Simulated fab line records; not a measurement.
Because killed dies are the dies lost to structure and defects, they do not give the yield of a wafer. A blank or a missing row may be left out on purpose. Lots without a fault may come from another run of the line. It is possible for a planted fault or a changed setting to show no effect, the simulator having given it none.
Matching of chambers || flow nand-harc || NHARC_A_STAIRCASE_ETCH_169 on rie-diel-02 has 4 sister chambers
The step etches the open film in CH3F/O2, target depth 50 nm, time 107.1 s. 4 wafers are shown with their chamber, then 8 later ones without.

## EACH WAFER AND ITS CHAMBER
{"wafer": "L759.4", "chamber": 1, "drypump-motor-current-A (A)": 6.00}
{"wafer": "L767.1", "chamber": 2, "drypump-motor-current-A (A)": 5.84}
{"wafer": "L767.5", "chamber": 0, "drypump-motor-current-A (A)": 5.09}
{"wafer": "L768.1", "chamber": 3, "drypump-motor-current-A (A)": 5.67}

## WAFERS WITH NO CHAMBER GIVEN
{"wafer": "L768.2", "drypump-motor-current-A (A)": 6.01}
{"wafer": "L768.3", "drypump-motor-current-A (A)": 5.87}
{"wafer": "L769.2", "drypump-motor-current-A (A)": 6.02}
{"wafer": "L769.5", "drypump-motor-current-A (A)": 5.09}
{"wafer": "L769.6", "drypump-motor-current-A (A)": 6.01}
{"wafer": "L771.1", "drypump-motor-current-A (A)": 5.65}
{"wafer": "L771.5", "drypump-motor-current-A (A)": 5.86}
{"wafer": "L771.6", "drypump-motor-current-A (A)": 5.99}

## CHAMBER TAKEN BY EACH
{"wafer": "L768.2", "from the rows above": 1, "in truth": 1}
{"wafer": "L768.3", "from the rows above": 2, "in truth": 2}
{"wafer": "L769.2", "from the rows above": 1, "in truth": 1}
{"wafer": "L769.5", "from the rows above": 0, "in truth": 0}
{"wafer": "L769.6", "from the rows above": 1, "in truth": 1}
{"wafer": "L771.1", "from the rows above": 3, "in truth": 3}
{"wafer": "L771.5", "from the rows above": 2, "in truth": 2}
{"wafer": "L771.6", "from the rows above": 1, "in truth": 1}
Correct placement for 8 of the 8. Can't be placed from these rows: 0. Number placed wrongly: 0.
How it was worked out, from the rows above alone: a wafer's distance from a chamber is the root of the sum, over the readings, of the square of ((its reading less the chamber's mean) divided by the reading's scatter). The wafer belongs to the nearest chamber; if the next one is less than 2 further off, it can't be placed. A chamber's mean is the mean of its shown wafers. The scatter (one wafer shown for each chamber): square how far every hidden wafer sits from the nearest shown wafer, average those squares and take the square root.
